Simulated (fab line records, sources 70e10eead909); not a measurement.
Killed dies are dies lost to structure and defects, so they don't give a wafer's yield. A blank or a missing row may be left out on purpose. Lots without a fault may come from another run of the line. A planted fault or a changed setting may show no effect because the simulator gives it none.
Problem report in the 8D (eight disciplines) form, filled by code | flow nand_harc | the parts of the form that need people (team, actions taken, sign-off) are left out

1. THE PROBLEM
cd_nm at NHARC_P_ZERO_WELL_CD_MEAS_52 reads a mean of 1988.6 nm on 9 wafers of 3 lots; wafers without a fault read 1999.3 nm with a standard deviation of 2.2. That is -4.9 standard deviations from the usual mean.
The step: target cd 2000 nm.
First seen on wafer L881.1, day 4 03:53, on cd_sem-03. The record holds 36 wafers of 12 lots with a number at this step. Rule for "out", or "out of limits": more than 4 standard deviations from the usual mean. The other wafers with a number count as sound.

2. WHAT IT IS AND WHAT IT IS NOT
question                    | is                     | is not
which readings at this step | cd_nm                  | -
which lots                  | L881, L882, L887       | L876, L877, L889, L890, L892, L894, L896, L897, L899
which wafers of those lots  | all that have a number | -
read on which gauges        | cd_sem-01, cd_sem-03   | cd_sem-02
when                        | from day 4 03:53       | up to then (6 sound wafers); but 21 sound wafers of L889, L890, L892, L894, L896, L897, L899 came after

3. SUSPECTS, AND WHAT RULES EACH OUT
Counting: a tool at a process step up to the reading stays a suspect if it ran every lot that is out and no sound lot after the first of them.
- the gauge at NHARC_P_ZERO_WELL_CD_MEAS_52: ruled out. The wafers that are out were read on 2 gauges (cd_sem-01, cd_sem-03).
- krf_scanner-04 at NHARC_P_ZERO_WELL_EXPOSE_49 (exposes mask P HVPW, target cd 2000 nm): kept. It ran every lot that is out, first L881 (day 4 03:44), and no sound lot after that; its last sound lot up to then is L877 (day 2 11:56). Its own readings are out on those wafers: exposure_dose_mJ_cm2.
Left after counting: krf_scanner-04 at NHARC_P_ZERO_WELL_EXPOSE_49.

4. THE CAUSE (what the simulator had put in)
Process parameter drift: krf_scanner-04, from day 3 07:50 on, at NHARC_P_ZERO_WELL_EXPOSE_49. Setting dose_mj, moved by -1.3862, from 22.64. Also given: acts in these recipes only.
Counting left only this tool.

5. THE CHAIN OF EFFECTS, in route order
Each row: a reading whose mean over the struck wafers that have a number lies more than 3 standard deviations from the usual. Only readings for which the record gives a usual standard deviation are gone through. hours: the time from each lot's start at the first step in this table that gives one to its start at this step, as a median over the lots. sigmas: the change in usual standard deviations.
hours | step                         | reading              | usual     | on struck wafers | change | sigmas
0     | NHARC_P_ZERO_WELL_EXPOSE_49  | exposure_dose_mJ_cm2 | 22.638    | 21.264           | -1.374 | -62
0     | NHARC_P_ZERO_WELL_CD_MEAS_52 | cd_nm                | 1999.3 nm | 1988.6           | -10.7  | -4.9
The process steps in it:
- NHARC_P_ZERO_WELL_EXPOSE_49: exposes mask P HVPW, target cd 2000 nm.
Later measuring or inspecting steps at which every struck wafer that the step has a row for has a number for every such reading, and none has moved that far: NHARC_P_STI_OVL_MEAS_10, NHARC_P_STI_INSPECT_11.

6. WHAT WOULD HAVE CAUGHT IT SOONER
In this record the first reading out of limits at a measuring or inspecting step was taken at day 4 03:53, 20 hours after the fault began at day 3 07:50.
The tool's own readings at NHARC_P_ZERO_WELL_EXPOSE_49 were out on every struck wafer that the step has a row for (exposure_dose_mJ_cm2): an alarm limit on them would have fired on the first of those.
Of the lots that are out (3), L882, L887 began NHARC_P_ZERO_WELL_EXPOSE_49 on krf_scanner-04 after day 4 03:53. A hold on the tool at that time would have spared those 2.
